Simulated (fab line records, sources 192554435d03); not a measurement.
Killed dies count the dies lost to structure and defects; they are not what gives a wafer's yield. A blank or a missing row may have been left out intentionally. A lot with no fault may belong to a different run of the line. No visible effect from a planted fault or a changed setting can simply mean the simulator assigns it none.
Chamber matching | flow n5 finfet | N5_BEOL_M14_DEP_53 on pecvd-04: 3 sister chambers
The step deposits SiCN from 3MS/NH3, target thk 50 nm, time 17.8 s. 3 wafers are shown with their chamber, then 11 later ones without.

== WAFERS, EACH WITH ITS CHAMBER ==
wafer  | chamber | throttle valve pct (%)
L087.4 | 0       | 18.9
L087.5 | 2       | 18.3
L092.1 | 1       | 20.3

== WAFERS WITH NO CHAMBER GIVEN ==
wafer  | throttle valve pct (%)
L092.4 | 20.5
L092.5 | 18.0
L090.1 | 18.8
L090.4 | 19.9
L090.6 | 18.4
L094.2 | 18.1
L094.5 | 18.7
L094.6 | 18.2
L095.1 | 20.1
L095.3 | 18.2
L095.4 | 18.7

== WHICH CHAMBER EACH ONE RAN IN ==
wafer  | from the rows above     | in truth
L092.4 | 1                       | 1
L092.5 | 2                       | 2
L090.1 | can't be placed: 0 or 2 | 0
L090.4 | 1                       | 1
L090.6 | can't be placed: 2 or 0 | 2
L094.2 | 2                       | 2
L094.5 | can't be placed: 0 or 2 | 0
L094.6 | 2                       | 2
L095.1 | 1                       | 1
L095.3 | 2                       | 2
L095.4 | can't be placed: 0 or 2 | 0
7 of 11 placed correctly. Can't be placed from these rows: 4 (the true chamber is among the candidates in 4). Number placed wrongly: 0.
How it was worked out, from the rows above alone: a wafer's distance from a chamber is the root of the sum, over the readings, of the square of ((its reading less the chamber's mean) divided by the reading's scatter). If the next closest chamber is less than 2 further off than the closest, the wafer can't be placed; otherwise it belongs to the closest. The mean given for a chamber averages the wafers shown for that chamber. The scatter (one wafer shown for each chamber): square how far every hidden wafer sits from the nearest shown wafer, average those squares and take the square root.
